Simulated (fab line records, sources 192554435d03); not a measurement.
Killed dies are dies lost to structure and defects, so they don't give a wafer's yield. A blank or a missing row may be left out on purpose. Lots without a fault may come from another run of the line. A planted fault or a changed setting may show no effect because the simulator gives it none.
Chamber matching | flow n5_finfet | N5_BEOL_M10_DEP_56 on pecvd-02: 3 sister chambers
The step deposits SiCN from 3MS/NH3, target thk 15 nm, time 26.5 s. 3 wafers are shown with their chamber, then 12 later ones without.

WAFERS WITH THEIR CHAMBER
wafer  | chamber | throttle_valve_pct (%)
L086.4 | 1       | 9.4
L089.1 | 0       | 9.2
L089.4 | 2       | 8.1

WAFERS WITHOUT THEIR CHAMBER
wafer  | throttle_valve_pct (%)
L090.3 | 9.4
L090.5 | 9.7
L090.6 | 8.9
L093.1 | 7.8
L093.4 | 9.2
L093.6 | 8.0
L094.1 | 8.9
L094.2 | 9.5
L094.6 | 9.2
L095.3 | 8.8
L095.5 | 9.0
L095.6 | 9.3

WHICH CHAMBER EACH WENT THROUGH
wafer  | from the rows above          | in truth
L090.3 | can't be placed: 1 or 0      | 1
L090.5 | can't be placed: 1 or 0      | 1
L090.6 | can't be placed: 0 or 1      | 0
L093.1 | 2                            | 2
L093.4 | can't be placed: 0 or 1      | 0
L093.6 | 2                            | 2
L094.1 | can't be placed: 0 or 1      | 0
L094.2 | can't be placed: 1 or 0      | 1
L094.6 | can't be placed: 0 or 1      | 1
L095.3 | can't be placed: 0 or 1 or 2 | 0
L095.5 | can't be placed: 0 or 1      | 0
L095.6 | can't be placed: 1 or 0      | 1
Placed correctly: 2 of 12. Can't be placed from these rows: 10 (the true chamber is among the candidates in 10). Placed wrongly: 0.
How it was worked out, from the rows above alone: a wafer's distance from a chamber is the root of the sum, over the readings, of the square of ((its reading less the chamber's mean) divided by the reading's scatter). The wafer belongs to the nearest chamber; if the next one is less than 2 further off, it can't be placed. A chamber's mean is the mean of its shown wafers. The scatter: with one shown wafer a chamber, the root of the mean of the squares of how far each hidden wafer lies from its nearest shown one.
